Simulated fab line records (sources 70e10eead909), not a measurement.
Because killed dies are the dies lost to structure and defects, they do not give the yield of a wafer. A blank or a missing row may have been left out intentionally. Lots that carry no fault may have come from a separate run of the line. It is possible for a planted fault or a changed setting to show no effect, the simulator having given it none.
Which tool did it?    flow nand_harc    12 lots, 36 wafers sampled, at 5 steps of a route of 1159

== WHAT THE GAUGES READ, wafer by wafer ==
NHARC_A_CONTACT_CD_MEAS_08: the cd target is 100 nm.
lot   measured      on         cd_nm (nm)
L075  day 17 10:40  cd_sem-01  100.3 100.9 99.7
L074  day 17 18:38  cd_sem-02  99.4 101.1 100.5
L081  day 18 08:12  cd_sem-01  100.3 100.1 99.7
L080  day 18 11:38  cd_sem-03  100.8 100.1 100.8
L082  day 19 17:13  cd_sem-01  101.1 100.0 100.0
L084  day 19 23:29  cd_sem-01  100.6 100.3 101.0
L087  day 20 08:09  cd_sem-01  100.8 99.6 100.8
L090  day 21 04:58  cd_sem-03  100.5 100.6 100.3
L092  day 21 11:00  cd_sem-01  100.4 100.6 101.0
L093  day 21 19:13  cd_sem-03  99.3 100.2 100.5
L095  day 22 10:32  cd_sem-01  99.5 100.1 99.9
L097  day 22 22:04  cd_sem-03  98.9 100.3 99.7

== TOOL THAT RAN EACH LOT (tool first, then ch and the chambers of the sampled wafers, then the start) ==
lot   NHARC_A_WL_FILL_ALD_10            NHARC_A_CONTACT_ETCH_50                        NHARC_A_CONTACT_ETCH_127              NHARC_A_CONTACT_DEP_84
L075  ald_hk-01 ch 1,2,3, day 15 23:53  rie_diel-03 ch 0,1,3, day 17 04:54 or earlier  har_cap_etch-01 ch 0,1, day 17 04:54  acl_dep-03 ch 0, day 17 08:52
L074  ald_hk-03 ch 0,2,3, day 16 07:13  rie_diel-03 ch 0,2,3, day 17 13:41 or earlier  har_cap_etch-02 ch 0,1, day 17 13:41  acl_dep-02 ch 0, day 17 16:47
L081  ald_hk-03 ch 0,2,3, day 16 16:11  rie_diel-03 ch 0,1, day 18 03:20 or earlier    har_cap_etch-01 ch 0,1, day 18 03:20  acl_dep-01 ch 0, day 18 06:13
L080  ald_hk-04 ch 0,1,2, day 16 17:40  rie_diel-06 ch 0,1,2, day 18 06:56 or earlier  har_cap_etch-02 ch 0,1, day 18 06:56  acl_dep-02 ch 0, day 18 10:13
L082  ald_hk-04 ch 0,2,3, day 18 00:11  rie_diel-10 ch 0,3, day 18 20:27               har_cap_etch-03 ch 0,1, day 19 09:35  acl_dep-01 ch 0, day 19 15:26
L084  ald_hk-03 ch 1,2, day 18 06:29    rie_diel-06 ch 0,1,3, day 19 17:50 or earlier  har_cap_etch-03 ch 0,1, day 19 17:50  acl_dep-01 ch 0, day 19 21:38
L087  ald_hk-04 ch 1,3, day 18 14:32    rie_diel-10 ch 0,3, day 20 01:02 or earlier    har_cap_etch-02 ch 0,1, day 20 01:02  acl_dep-01 ch 0, day 20 06:22
L090  ald_hk-04 ch 0,2, day 19 13:37    rie_diel-06 ch 0,3, day 20 23:45 or earlier    har_cap_etch-02 ch 0,1, day 20 23:45  acl_dep-02 ch 0, day 21 02:59
L092  ald_hk-04 ch 2,3, day 19 23:16    rie_diel-10 ch 0,2,3, day 21 04:19 or earlier  har_cap_etch-03 ch 0,1, day 21 04:19  acl_dep-03 ch 0, day 21 09:14
L093  ald_hk-04 ch 0,1,3, day 20 03:27  rie_diel-03 ch 0,2,3, day 21 11:52 or earlier  har_cap_etch-01 ch 0,1, day 21 11:52  acl_dep-01 ch 0, day 21 17:13
L095  ald_hk-03 ch 0,1,3, day 20 14:11  rie_diel-06 ch 0,3, day 22 05:50 or earlier    har_cap_etch-03 ch 0,1, day 22 05:50  acl_dep-03 ch 0, day 22 08:33
L097  ald_hk-01 ch 2,3, day 21 09:41    rie_diel-10 ch 1,2,3, day 22 15:38 or earlier  har_cap_etch-03 ch 0,1, day 22 15:38  acl_dep-01 ch 0, day 22 20:14
- NHARC_A_WL_FILL_ALD_10: deposits SiO2, target thk 50 nm, pulse time 10 s, ald cycles 500.
- NHARC_A_CONTACT_ETCH_50: etches the open film in CF4/CHF3, target depth 84.7 nm, time 42.4 s.
- NHARC_A_CONTACT_ETCH_127: etches the open film in C4F8/O2/Ar, time 155 s, target depth 956 nm.
- NHARC_A_CONTACT_DEP_84: deposits aC, target thk 2000 nm.

== THE ANSWER, worked out from the rows above alone ==
Rule: the usual values come from the lots themselves. The widest of any qualifying gaps counts: lots, ordered by their means at a reading, are off when they make up no more than a third of the lots, leave a main group of 4 or more, and stand apart from it by 3 or more times the standard deviation of that group's means. The tables above print the reading to a certain number of digits; a main group whose means all agree to those digits is not used. A lot without any number at a reading at which 4 lots or more have one is off too. The other lots that the step has rows for count as sound.
None of the lots is off at any reading shown; this tells nothing.

== WHAT THE SIMULATOR HAD INSERTED ==
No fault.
